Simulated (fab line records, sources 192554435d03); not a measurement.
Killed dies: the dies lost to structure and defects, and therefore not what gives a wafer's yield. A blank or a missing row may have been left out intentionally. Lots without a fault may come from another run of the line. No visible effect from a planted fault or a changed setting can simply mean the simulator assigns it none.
Chamber matching -- flow n5Finfet -- rieDiel-04 running N5_FIN_SAQP_ETCH_69: 4 sister chambers
The step etches SOC in N2/H2, stops on SiNx, target depth 150 nm. 4 wafers are shown with their chamber, then 9 later ones without.

EACH WAFER AND ITS CHAMBER
wafer,chamber,drypumpMotorCurrentA (A)
L086.2,3,5.9
L092.4,1,6.5
L092.5,2,5.4
L092.6,0,5.1

WAFERS WHOSE CHAMBER IS MISSING
wafer,drypumpMotorCurrentA (A)
L094.1,6.5
L094.2,5.4
L094.3,5.1
L095.1,5.2
L095.3,5.5
L095.5,5.2
L096.1,5.1
L096.5,5.1
L096.6,6.5

WHICH CHAMBER EACH ONE RAN IN
wafer,from the rows above,in truth
L094.1,1,1
L094.2,2,2
L094.3,0,0
L095.1,can't be placed: 0 or 2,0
L095.3,2,2
L095.5,can't be placed: 0 or 2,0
L096.1,0,0
L096.5,0,0
L096.6,1,1
Correctly placed: 7 of 9. Can't be placed from these rows: 2 (the true chamber is among the candidates in 2). Number placed wrongly: 0.
How it was worked out, from the rows above alone: a wafer's distance from a chamber is the root of the sum, over the readings, of the square of ((its reading less the chamber's mean) divided by the reading's scatter). The wafer belongs to the nearest chamber; if the next one is less than 2 further off, it can't be placed. Each chamber's mean is taken over the wafers shown for it. The scatter: root of mean squared gap, hidden wafer to nearest shown wafer, with one shown wafer a chamber.
